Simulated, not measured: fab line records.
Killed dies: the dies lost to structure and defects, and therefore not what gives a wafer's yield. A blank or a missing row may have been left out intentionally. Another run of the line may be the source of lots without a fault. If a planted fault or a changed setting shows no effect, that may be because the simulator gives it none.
Matching of chambers    flow n5-finfet    N5_BEOL_M7_DESCUM_16 on rie-diel-03 has 4 sister chambers
The step chemistry O2, time 7.9 s. 16 wafers are shown with their chamber, then 8 later ones without.

## EACH WAFER AND ITS CHAMBER
wafer   chamber  drypump-motor-current-A (A)  showerhead-plenum-p-Torr (Torr)  rf-vpp-V (V)
L074.1  1        6.0                          2.10                             243.0
L074.3  2        6.1                          2.16                             243.6
L074.5  3        6.3                          2.06                             242.5
L076.1  0        4.9                          2.01                             241.0
L076.4  2        6.1                          2.15                             244.0
L076.6  2        6.2                          2.15                             244.3
L080.1  0        4.9                          2.01                             241.4
L080.3  3        6.3                          2.06                             242.0
L080.5  2        6.1                          2.15                             244.9
L079.2  1        6.1                          2.09                             243.8
L079.3  0        4.9                          2.01                             241.6
L079.5  2        6.1                          2.15                             243.6
L083.2  2        6.1                          2.15                             244.1
L083.4  0        4.9                          2.01                             241.1
L083.6  0        4.9                          2.01                             241.4
L084.2  1        6.0                          2.09                             243.0

SIGNATURES, as means of the wafers listed above
reading                   chamber 0  chamber 1  chamber 2  chamber 3  scatter within a chamber
drypump-motor-current-A   4.900      6.033      6.117      6.300      0.0354
showerhead-plenum-p-Torr  2.0100     2.0933     2.1517     2.0600     0.00354
rf-vpp-V                  241.300    243.267    244.083    242.250    0.406
Rule: a wafer's distance from a chamber is the root of the sum, over the readings, of the square of ((its reading less the chamber's mean) divided by the reading's scatter). The wafer belongs to the nearest chamber; if the next one is less than 2 further off, it can't be placed. How the scatter is found: for the shown wafers, subtract from each reading the mean of its chamber, square and add these, divide the total by (wafers less chambers), then take the root.

## WAFERS WITH NO CHAMBER GIVEN
wafer   drypump-motor-current-A (A)  showerhead-plenum-p-Torr (Torr)  rf-vpp-V (V)
L084.5  6.0                          2.09                             242.9
L084.6  6.2                          2.15                             245.7
L092.3  6.0                          2.08                             241.3
L092.5  4.9                          2.00                             240.9
L092.6  6.3                          2.05                             243.1
L094.3  6.1                          2.14                             244.4
L094.5  6.1                          2.14                             243.0
L094.6  4.9                          2.00                             240.7

## THE CHAMBER EACH PASSED THROUGH
wafer   from the rows above  in truth
L084.5  1                    1
L084.6  2                    2
L092.3  1                    1
L092.5  0                    0
L092.6  3                    3
L094.3  2                    2
L094.5  2                    2
L094.6  0                    0
Correct placement for 8 of the 8. From these rows, 0 cannot be placed. 0 placed wrongly.
